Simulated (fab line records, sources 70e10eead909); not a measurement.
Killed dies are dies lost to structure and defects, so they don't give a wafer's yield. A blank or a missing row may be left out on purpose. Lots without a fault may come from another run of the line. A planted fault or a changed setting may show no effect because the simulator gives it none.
Chamber matching | flow nand_harc | NHARC_HYBRID_BOND_ACTIVATE_00 on rie_diel-10: 4 sister chambers
The step chemistry N2, time 60 s. 4 wafers are shown with their chamber, then 8 later ones without.

WAFERS WITH THEIR CHAMBER
wafer  | chamber | drypump_motor_current_A (A)
L662.3 | 2       | 6.4
L662.6 | 3       | 5.1
L663.6 | 1       | 5.1
L671.2 | 0       | 6.4

WAFERS WITHOUT THEIR CHAMBER
wafer  | drypump_motor_current_A (A)
L671.3 | 5.0
L671.4 | 5.1
L670.1 | 5.1
L670.2 | 6.5
L670.4 | 6.4
L674.4 | 6.4
L674.5 | 5.1
L674.6 | 6.4

WHICH CHAMBER EACH WENT THROUGH
wafer  | from the rows above     | in truth
L671.3 | can't be placed: 1 or 3 | 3
L671.4 | can't be placed: 1 or 3 | 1
L670.1 | can't be placed: 1 or 3 | 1
L670.2 | can't be placed: 0 or 2 | 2
L670.4 | can't be placed: 0 or 2 | 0
L674.4 | can't be placed: 0 or 2 | 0
L674.5 | can't be placed: 1 or 3 | 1
L674.6 | can't be placed: 0 or 2 | 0
Placed correctly: 0 of 8. Can't be placed from these rows: 8 (the true chamber is among the candidates in 8). Placed wrongly: 0.
How it was worked out, from the rows above alone: a wafer's distance from a chamber is the root of the sum, over the readings, of the square of ((its reading less the chamber's mean) divided by the reading's scatter). The wafer belongs to the nearest chamber; if the next one is less than 2 further off, it can't be placed. A chamber's mean is the mean of its shown wafers. The scatter: with one shown wafer a chamber, the root of the mean of the squares of how far each hidden wafer lies from its nearest shown one.
